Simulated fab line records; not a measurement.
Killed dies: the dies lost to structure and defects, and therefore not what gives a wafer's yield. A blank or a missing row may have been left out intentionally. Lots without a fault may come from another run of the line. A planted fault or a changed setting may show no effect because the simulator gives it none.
Lot-split experiment	flow n5_finfet	21 wafers read from 7 lots, route of 1938 steps

## ON THE SPLIT
At N5_HKMG_FIN_COAT_43 (resist thk 90 nm), the setting spin_rpm was moved away from the recipe's 1500 rpm on 9 of the 21 wafers read, by -8.3% to +8.0%. The other wafers ran this setting at the recipe's value.

## FROM THE SPLIT TO THE READING: what the file shows between them, 2 steps
- N5_HKMG_FIN_EBR_45
- N5_HKMG_FIN_SOFTBAKE_44: time 60 s

## THE READING
CAR-ArF_of_HKMG_FIN_COAT_43.thk_nm (the simulator's own value, which no gauge read), in nm, at N5_HKMG_FIN_DESCUM_53 (chemistry O2, time 7.9 s). No usual value for it is given in the file. Average 83.7 nm, standard deviation 0.22 nm, over the 12 wafers here run with the recipe.

wafer	tool, chamber at the split	spin_rpm as run, rpm	against the recipe	CAR-ArF_of_HKMG_FIN_COAT_43.thk_nm, nm	against lot-mates on the recipe
L085.2	litho_track-01, 0	1595	+6.3%	81	-2.6
L085.4	litho_track-01, 0	1595	+6.3%	80.6	-3.0
L085.6	litho_track-01, 0	1500	recipe	83.6	-
L090.2	litho_track-02, 0	1500	recipe	84	-
L090.3	litho_track-02, 0	1375	-8.3%	88.4	+4.4
L090.5	litho_track-02, 0	1375	-8.3%	88	+4.0
L091.1	litho_track-02, 0	1565	+4.3%	82	-1.4
L091.3	litho_track-02, 0	1565	+4.3%	82.2	-1.2
L091.6	litho_track-02, 0	1500	recipe	83.4	-
L092.1	litho_track-02, 0	1620	+8.0%	80.4	-3.6
L092.5	litho_track-02, 0	1500	recipe	84	-
L092.6	litho_track-02, 0	1500	recipe	84	-
L094.2	litho_track-02, 0	1500	recipe	83.4	-
L094.3	litho_track-02, 0	1500	recipe	83.8	-
L094.5	litho_track-02, 0	1500	recipe	83.6	-
L095.1	litho_track-01, 0	1411	-5.9%	86.2	+2.8
L095.2	litho_track-01, 0	1500	recipe	83.4	-
L095.5	litho_track-01, 0	1411	-5.9%	86	+2.6
L096.2	litho_track-02, 0	1500	recipe	83.6	-
L096.5	litho_track-02, 0	1500	recipe	83.6	-
L096.6	litho_track-02, 0	1500	recipe	83.6	-

FIT RESULTS
A straight line over all 21 wafers: CAR-ArF_of_HKMG_FIN_COAT_43.thk_nm changes by -0.462 nm for each +1% of spin_rpm; r = -0.99; the points scatter about the line by 0.34 nm.
The same after taking each lot's own level away (the mean of its wafers on the recipe; 21 wafers): -0.454 nm for each +1%; r = -0.99; scatter 0.26 nm.
On that fit, the largest move of spin_rpm shifts the reading by 3.8 nm.
The lots' own levels span 83.40 to 84.00 nm, that is 2.7 times the standard deviation above.
The two slopes are in agreement: the lot-to-lot level therefore moves the slope only a little.
Check: +3.75 nm against its lot-mates is what the line predicts for one of the wafers moved furthest among these (-8.3%) when that wafer is left out of the fit. Against them it came out at +4.4 nm.

## THE WHOLE CHAIN: every reading that the file lists as answering this split, in the file's order
step	what it does	reading	change (the file's fit)	r (the file's)
N5_HKMG_FIN_COAT_43	resist thk 90 nm	CAR-ArF_of_HKMG_FIN_COAT_43.thk_nm (the simulator's own value, which no gauge read)	-0.458 nm for each +1% of the setting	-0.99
N5_HKMG_FIN_DESCUM_53	chemistry O2, time 7.9 s	CAR-ArF_of_HKMG_FIN_COAT_43.thk_nm (the simulator's own value, which no gauge read)	-0.453 nm for each +1% of the setting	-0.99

## THE FILE'S OWN FIT
CAR-ArF_of_HKMG_FIN_COAT_43.thk_nm changes by -0.453 nm for each +1% of spin_rpm, r = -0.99.
